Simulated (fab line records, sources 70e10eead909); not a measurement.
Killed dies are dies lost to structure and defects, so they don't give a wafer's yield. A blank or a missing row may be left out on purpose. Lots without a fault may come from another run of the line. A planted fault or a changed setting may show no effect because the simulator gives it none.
Chamber matching | flow nand_harc | NHARC_A_BONDPAD_ETCH_34 on rie_diel-09: 4 sister chambers
The step etches the open film in N2/H2, target depth 60 nm, overetch 18 nm, time 65.91 s. 16 wafers are shown with their chamber, then 8 later ones without.

WAFERS WITH THEIR CHAMBER
wafer  | chamber | showerhead_plenum_p_Torr (Torr) | drypump_motor_current_A (A) | rf_vpp_V (V)
L372.3 | 1       | 1.89                            | 6.0                         | 428
L372.4 | 0       | 1.99                            | 5.2                         | 429
L372.6 | 3       | 2.22                            | 5.6                         | 434
L371.2 | 3       | 2.22                            | 5.6                         | 437
L371.5 | 3       | 2.22                            | 5.6                         | 435
L371.6 | 2       | 1.91                            | 4.7                         | 426
L375.1 | 0       | 1.99                            | 5.2                         | 428
L375.2 | 2       | 1.91                            | 4.6                         | 427
L375.3 | 1       | 1.89                            | 6.0                         | 427
L380.2 | 1       | 1.89                            | 6.0                         | 426
L380.5 | 0       | 1.98                            | 5.2                         | 429
L380.6 | 3       | 2.21                            | 5.6                         | 436
L383.2 | 2       | 1.91                            | 4.6                         | 427
L383.3 | 1       | 1.89                            | 6.0                         | 427
L383.5 | 2       | 1.91                            | 4.6                         | 427
L389.1 | 0       | 1.98                            | 5.2                         | 428

SIGNATURES (means of the wafers above)
reading                  | chamber 0 | chamber 1 | chamber 2 | chamber 3 | scatter within a chamber
showerhead_plenum_p_Torr | 1.9850    | 1.8900    | 1.9100    | 2.2175    | 0.00382
drypump_motor_current_A  | 5.200     | 6.000     | 4.625     | 5.600     | 0.025
rf_vpp_V                 | 428.50    | 427.00    | 426.75    | 435.50    | 0.854
Rule: a wafer's distance from a chamber is the root of the sum, over the readings, of the square of ((its reading less the chamber's mean) divided by the reading's scatter). The wafer belongs to the nearest chamber; if the next one is less than 2 further off, it can't be placed. The scatter: the root of (the sum of the squares of (reading less its chamber's mean) over the shown wafers, divided by (wafers less chambers)).

WAFERS WITHOUT THEIR CHAMBER
wafer  | showerhead_plenum_p_Torr (Torr) | drypump_motor_current_A (A) | rf_vpp_V (V)
L389.3 | 1.90                            | 4.7                         | 427
L389.5 | 1.98                            | 5.2                         | 429
L390.3 | 1.90                            | 4.7                         | 427
L390.5 | 1.98                            | 5.2                         | 428
L390.6 | 2.21                            | 5.6                         | 435
L393.2 | 1.90                            | 4.7                         | 426
L393.3 | 1.97                            | 5.2                         | 430
L393.5 | 1.97                            | 5.2                         | 429

WHICH CHAMBER EACH WENT THROUGH
wafer  | from the rows above | in truth
L389.3 | 2                   | 2
L389.5 | 0                   | 0
L390.3 | 2                   | 2
L390.5 | 0                   | 0
L390.6 | 3                   | 3
L393.2 | 2                   | 2
L393.3 | 0                   | 0
L393.5 | 0                   | 0
Placed correctly: 8 of 8. Can't be placed from these rows: 0. Placed wrongly: 0.
